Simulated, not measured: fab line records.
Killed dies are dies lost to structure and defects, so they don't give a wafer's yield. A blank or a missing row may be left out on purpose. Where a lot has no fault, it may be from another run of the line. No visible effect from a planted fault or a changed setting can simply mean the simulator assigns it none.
Chamber matching | flow n5_finfet | 4 sister chambers for N5_SD_EPI_N_ETCH_16 on rie_diel-01
The step etches SiO2 in CHF3/O2, target depth 5 nm. 4 wafers are shown with their chamber, then 11 later ones without.

## WAFERS PAIRED WITH THEIR CHAMBERS
wafer  | chamber | drypump_motor_current_A (A)
L081.6 | 2       | 5.0
L089.4 | 1       | 5.8
L089.6 | 0       | 6.5
L090.4 | 3       | 5.7

## WAFERS WITH NO CHAMBER GIVEN
wafer  | drypump_motor_current_A (A)
L090.5 | 5.7
L090.6 | 6.5
L093.1 | 5.1
L093.5 | 5.1
L093.6 | 5.7
L096.2 | 5.8
L096.4 | 5.1
L096.6 | 5.7
L097.2 | 5.1
L097.3 | 5.8
L097.4 | 5.7

## WHICH CHAMBER EACH WENT THROUGH
wafer  | from the rows above     | in truth
L090.5 | can't be placed: 3 or 1 | 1
L090.6 | 0                       | 0
L093.1 | 2                       | 2
L093.5 | 2                       | 2
L093.6 | can't be placed: 3 or 1 | 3
L096.2 | can't be placed: 1 or 3 | 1
L096.4 | 2                       | 2
L096.6 | can't be placed: 3 or 1 | 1
L097.2 | 2                       | 2
L097.3 | can't be placed: 1 or 3 | 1
L097.4 | can't be placed: 3 or 1 | 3
Correctly placed: 5 of 11. Cannot be placed on the basis of these rows: 6; the candidates contain the true chamber in 6. Placed wrongly: 0.
How it was worked out, from the rows above alone: a wafer's distance from a chamber is the root of the sum, over the readings, of the square of ((its reading less the chamber's mean) divided by the reading's scatter). The wafer belongs to the nearest chamber; if the next one is less than 2 further off, it can't be placed. For every chamber, the mean is computed from those of its wafers that are shown. The scatter: with one shown wafer a chamber, the root of the mean of the squares of how far each hidden wafer lies from its nearest shown one.
